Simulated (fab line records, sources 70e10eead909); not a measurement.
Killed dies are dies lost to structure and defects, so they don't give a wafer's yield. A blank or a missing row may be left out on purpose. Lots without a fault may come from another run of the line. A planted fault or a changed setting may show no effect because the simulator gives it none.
Chamber matching | flow nand_harc | NHARC_A_BONDPAD_DESCUM_11 on rie_diel-07: 4 sister chambers
The step chemistry O2, time 3 s. 30 wafers are shown with their chamber, then 12 later ones without.

WAFERS WITH THEIR CHAMBER
wafer  | chamber | drypump_motor_current_A (A) | oes_product_au (a.u.) | rf_vpp_V (V)
L074.1 | 1       | 5.1                         | 0.991                 | 56.8
L074.3 | 3       | 5.5                         | 1.016                 | 58.0
L074.6 | 3       | 5.5                         | 1.010                 | 58.5
L076.2 | 2       | 5.3                         | 0.980                 | 59.3
L076.3 | 0       | 5.3                         | 1.009                 | 57.0
L076.5 | 3       | 5.4                         | 1.006                 | 58.9
L079.3 | 3       | 5.5                         | 1.013                 | 58.3
L079.5 | 1       | 5.1                         | 0.998                 | 58.4
L079.6 | 0       | 5.3                         | 0.989                 | 58.8
L080.1 | 2       | 5.3                         | 0.971                 | 58.2
L080.3 | 3       | 5.4                         | 1.003                 | 58.5
L080.6 | 1       | 5.2                         | 1.000                 | 57.6
L082.2 | 3       | 5.5                         | 1.020                 | 58.5
L082.4 | 0       | 5.3                         | 0.985                 | 57.5
L082.6 | 3       | 5.5                         | 1.010                 | 58.2
L081.2 | 0       | 5.3                         | 0.990                 | 57.1
L081.4 | 3       | 5.5                         | 1.011                 | 58.4
L081.5 | 1       | 5.2                         | 0.992                 | 57.8
L085.1 | 0       | 5.3                         | 0.995                 | 57.7
L085.5 | 0       | 5.3                         | 0.989                 | 57.9
L085.6 | 1       | 5.1                         | 0.997                 | 57.9
L089.3 | 3       | 5.5                         | 1.020                 | 58.4
L089.5 | 2       | 5.3                         | 0.986                 | 59.9
L089.6 | 3       | 5.4                         | 1.016                 | 59.1
L088.4 | 0       | 5.3                         | 1.023                 | 59.4
L088.5 | 0       | 5.3                         | 1.028                 | 58.7
L088.6 | 3       | 5.4                         | 1.013                 | 57.4
L092.3 | 2       | 5.3                         | 0.997                 | 57.6
L092.5 | 0       | 5.3                         | 1.009                 | 58.8
L092.6 | 3       | 5.5                         | 1.021                 | 58.7

SIGNATURES (means of the wafers above)
reading                 | chamber 0 | chamber 1 | chamber 2 | chamber 3 | scatter within a chamber
drypump_motor_current_A | 5.300     | 5.140     | 5.300     | 5.467     | 0.0386
oes_product_au          | 1.00189   | 0.99560   | 0.98350   | 1.01325   | 0.0104
rf_vpp_V                | 58.100    | 57.700    | 58.750    | 58.408    | 0.693
Rule: a wafer's distance from a chamber is the root of the sum, over the readings, of the square of ((its reading less the chamber's mean) divided by the reading's scatter). The wafer belongs to the nearest chamber; if the next one is less than 2 further off, it can't be placed. The scatter: the root of (the sum of the squares of (reading less its chamber's mean) over the shown wafers, divided by (wafers less chambers)).

WAFERS WITHOUT THEIR CHAMBER
wafer  | drypump_motor_current_A (A) | oes_product_au (a.u.) | rf_vpp_V (V)
L094.2 | 5.3                         | 0.994                 | 58.5
L094.4 | 5.3                         | 0.999                 | 59.2
L094.6 | 5.5                         | 1.028                 | 57.7
L095.2 | 5.3                         | 1.015                 | 58.8
L095.3 | 5.3                         | 0.996                 | 57.5
L095.5 | 5.3                         | 1.010                 | 58.1
L096.1 | 5.3                         | 1.005                 | 58.8
L096.2 | 5.1                         | 1.010                 | 57.1
L096.3 | 5.5                         | 1.027                 | 60.1
L097.2 | 5.1                         | 0.988                 | 56.9
L097.4 | 5.4                         | 1.014                 | 58.8
L097.6 | 5.5                         | 1.020                 | 58.4

WHICH CHAMBER EACH WENT THROUGH
wafer  | from the rows above     | in truth
L094.2 | can't be placed: 0 or 2 | 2
L094.4 | can't be placed: 0 or 2 | 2
L094.6 | 3                       | 3
L095.2 | can't be placed: 0 or 2 | 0
L095.3 | can't be placed: 0 or 2 | 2
L095.5 | can't be placed: 0 or 2 | 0
L096.1 | can't be placed: 0 or 2 | 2
L096.2 | 1                       | 1
L096.3 | 3                       | 3
L097.2 | 1                       | 1
L097.4 | can't be placed: 3 or 0 | 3
L097.6 | 3                       | 3
Placed correctly: 5 of 12. Can't be placed from these rows: 7 (the true chamber is among the candidates in 7). Placed wrongly: 0.
